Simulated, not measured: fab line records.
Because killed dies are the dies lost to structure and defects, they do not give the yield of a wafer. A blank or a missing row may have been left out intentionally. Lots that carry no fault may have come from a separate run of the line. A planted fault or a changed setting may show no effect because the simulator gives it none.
Chamber matching || flow n5 finfet || pecvd-03 running N5_BEOL_M14_ILD_DEP_00: 3 sister chambers
The step deposits SiO2 from TEOS/O2, target thk 1119.3 nm, time 237.4 s. 18 wafers are shown with their chamber, then 9 later ones without.

== WAFERS PAIRED WITH THEIR CHAMBERS ==
{"wafer": "L075.2", "chamber": 2, "throttle valve pct (%)": 17.4, "showerhead plenum p Torr (Torr)": 8.352, "heater power w (W)": 701}
{"wafer": "L075.4", "chamber": 2, "throttle valve pct (%)": 17.4, "showerhead plenum p Torr (Torr)": 8.350, "heater power w (W)": 545}
{"wafer": "L075.6", "chamber": 1, "throttle valve pct (%)": 18.4, "showerhead plenum p Torr (Torr)": 8.353, "heater power w (W)": 679}
{"wafer": "L077.1", "chamber": 2, "throttle valve pct (%)": 17.3, "showerhead plenum p Torr (Torr)": 8.343, "heater power w (W)": 599}
{"wafer": "L077.2", "chamber": 1, "throttle valve pct (%)": 18.1, "showerhead plenum p Torr (Torr)": 8.354, "heater power w (W)": 666}
{"wafer": "L077.3", "chamber": 0, "throttle valve pct (%)": 19.4, "showerhead plenum p Torr (Torr)": 8.315, "heater power w (W)": 585}
{"wafer": "L076.3", "chamber": 1, "throttle valve pct (%)": 18.4, "showerhead plenum p Torr (Torr)": 8.350, "heater power w (W)": 736}
{"wafer": "L076.4", "chamber": 2, "throttle valve pct (%)": 17.3, "showerhead plenum p Torr (Torr)": 8.337, "heater power w (W)": 564}
{"wafer": "L076.6", "chamber": 1, "throttle valve pct (%)": 18.3, "showerhead plenum p Torr (Torr)": 8.347, "heater power w (W)": 803}
{"wafer": "L079.1", "chamber": 2, "throttle valve pct (%)": 17.6, "showerhead plenum p Torr (Torr)": 8.323, "heater power w (W)": 596}
{"wafer": "L079.3", "chamber": 1, "throttle valve pct (%)": 18.4, "showerhead plenum p Torr (Torr)": 8.349, "heater power w (W)": 839}
{"wafer": "L079.5", "chamber": 2, "throttle valve pct (%)": 17.5, "showerhead plenum p Torr (Torr)": 8.325, "heater power w (W)": 666}
{"wafer": "L082.3", "chamber": 2, "throttle valve pct (%)": 17.7, "showerhead plenum p Torr (Torr)": 8.331, "heater power w (W)": 599}
{"wafer": "L082.4", "chamber": 0, "throttle valve pct (%)": 19.3, "showerhead plenum p Torr (Torr)": 8.297, "heater power w (W)": 574}
{"wafer": "L082.6", "chamber": 2, "throttle valve pct (%)": 17.6, "showerhead plenum p Torr (Torr)": 8.324, "heater power w (W)": 683}
{"wafer": "L083.1", "chamber": 1, "throttle valve pct (%)": 18.2, "showerhead plenum p Torr (Torr)": 8.373, "heater power w (W)": 763}
{"wafer": "L083.4", "chamber": 0, "throttle valve pct (%)": 19.5, "showerhead plenum p Torr (Torr)": 8.324, "heater power w (W)": 630}
{"wafer": "L083.5", "chamber": 2, "throttle valve pct (%)": 17.4, "showerhead plenum p Torr (Torr)": 8.345, "heater power w (W)": 651}

SIGNATURES (means of the wafers above)
{"reading": "throttle valve pct", "chamber 0": 19.400, "chamber 1": 18.300, "chamber 2": 17.467, "scatter within a chamber": 0.132}
{"reading": "showerhead plenum p Torr", "chamber 0": 8.31200, "chamber 1": 8.35433, "chamber 2": 8.33667, "scatter within a chamber": 0.0112}
{"reading": "heater power w", "chamber 0": 596.33, "chamber 1": 747.67, "chamber 2": 622.67, "scatter within a chamber": 57}
Rule: a wafer lies at a distance from a chamber equal to the root of the sum of squares, over the readings, of (its reading less the chamber's mean, divided by the reading's scatter). If the next closest chamber is less than 2 further off than the closest, the wafer can't be placed; otherwise it belongs to the closest. The scatter is the square root of a quotient: the sum, over the shown wafers, of each reading's squared deviation from its chamber's mean, divided by wafers minus chambers.

== WAFERS WITHOUT THEIR CHAMBER ==
{"wafer": "L086.2", "throttle valve pct (%)": 19.5, "showerhead plenum p Torr (Torr)": 8.303, "heater power w (W)": 560}
{"wafer": "L086.3", "throttle valve pct (%)": 17.7, "showerhead plenum p Torr (Torr)": 8.337, "heater power w (W)": 665}
{"wafer": "L086.6", "throttle valve pct (%)": 17.3, "showerhead plenum p Torr (Torr)": 8.352, "heater power w (W)": 701}
{"wafer": "L089.1", "throttle valve pct (%)": 19.7, "showerhead plenum p Torr (Torr)": 8.304, "heater power w (W)": 567}
{"wafer": "L089.2", "throttle valve pct (%)": 18.2, "showerhead plenum p Torr (Torr)": 8.336, "heater power w (W)": 820}
{"wafer": "L089.6", "throttle valve pct (%)": 19.6, "showerhead plenum p Torr (Torr)": 8.298, "heater power w (W)": 607}
{"wafer": "L090.1", "throttle valve pct (%)": 17.5, "showerhead plenum p Torr (Torr)": 8.353, "heater power w (W)": 715}
{"wafer": "L090.4", "throttle valve pct (%)": 17.5, "showerhead plenum p Torr (Torr)": 8.307, "heater power w (W)": 563}
{"wafer": "L090.5", "throttle valve pct (%)": 18.1, "showerhead plenum p Torr (Torr)": 8.356, "heater power w (W)": 825}

== WHICH CHAMBER EACH ONE RAN IN ==
{"wafer": "L086.2", "from the rows above": 0, "in truth": 0}
{"wafer": "L086.3", "from the rows above": 2, "in truth": 2}
{"wafer": "L086.6", "from the rows above": 2, "in truth": 2}
{"wafer": "L089.1", "from the rows above": 0, "in truth": 0}
{"wafer": "L089.2", "from the rows above": 1, "in truth": 1}
{"wafer": "L089.6", "from the rows above": 0, "in truth": 0}
{"wafer": "L090.1", "from the rows above": 2, "in truth": 2}
{"wafer": "L090.4", "from the rows above": 2, "in truth": 2}
{"wafer": "L090.5", "from the rows above": 1, "in truth": 1}
Correctly placed: 9 of 9. Number that these rows cannot place: 0. 0 placed wrongly.
